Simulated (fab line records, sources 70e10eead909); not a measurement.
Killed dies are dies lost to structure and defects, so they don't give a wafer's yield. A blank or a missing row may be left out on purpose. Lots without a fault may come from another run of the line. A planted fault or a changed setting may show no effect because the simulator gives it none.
Chamber matching | flow nand_harc | NHARC_A_STAIRCASE_ETCH_253 on rie_diel-13: 4 sister chambers
The step etches the open film in C4F8/O2, target depth 50 nm, time 20.2 s. 4 wafers are shown with their chamber, then 12 later ones without.

WAFERS WITH THEIR CHAMBER
wafer  | chamber | rf_vpp_V (V)
L089.1 | 0       | 897
L091.5 | 1       | 903
L093.5 | 2       | 895
L093.6 | 3       | 896

WAFERS WITHOUT THEIR CHAMBER
wafer  | rf_vpp_V (V)
L094.1 | 896
L094.2 | 902
L094.5 | 897
L096.2 | 895
L096.3 | 896
L096.4 | 897
L095.2 | 896
L095.4 | 898
L095.5 | 902
L097.2 | 898
L097.3 | 902
L097.6 | 902

WHICH CHAMBER EACH WENT THROUGH
wafer  | from the rows above          | in truth
L094.1 | can't be placed: 3 or 0 or 2 | 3
L094.2 | 1                            | 1
L094.5 | can't be placed: 0 or 3      | 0
L096.2 | can't be placed: 2 or 3      | 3
L096.3 | can't be placed: 3 or 0 or 2 | 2
L096.4 | can't be placed: 0 or 3      | 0
L095.2 | can't be placed: 3 or 0 or 2 | 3
L095.4 | can't be placed: 0 or 3      | 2
L095.5 | 1                            | 1
L097.2 | can't be placed: 0 or 3      | 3
L097.3 | 1                            | 1
L097.6 | 1                            | 1
Placed correctly: 4 of 12. Can't be placed from these rows: 8 (the true chamber is among the candidates in 7). Placed wrongly: 0.
How it was worked out, from the rows above alone: a wafer's distance from a chamber is the root of the sum, over the readings, of the square of ((its reading less the chamber's mean) divided by the reading's scatter). The wafer belongs to the nearest chamber; if the next one is less than 2 further off, it can't be placed. A chamber's mean is the mean of its shown wafers. The scatter: with one shown wafer a chamber, the root of the mean of the squares of how far each hidden wafer lies from its nearest shown one.
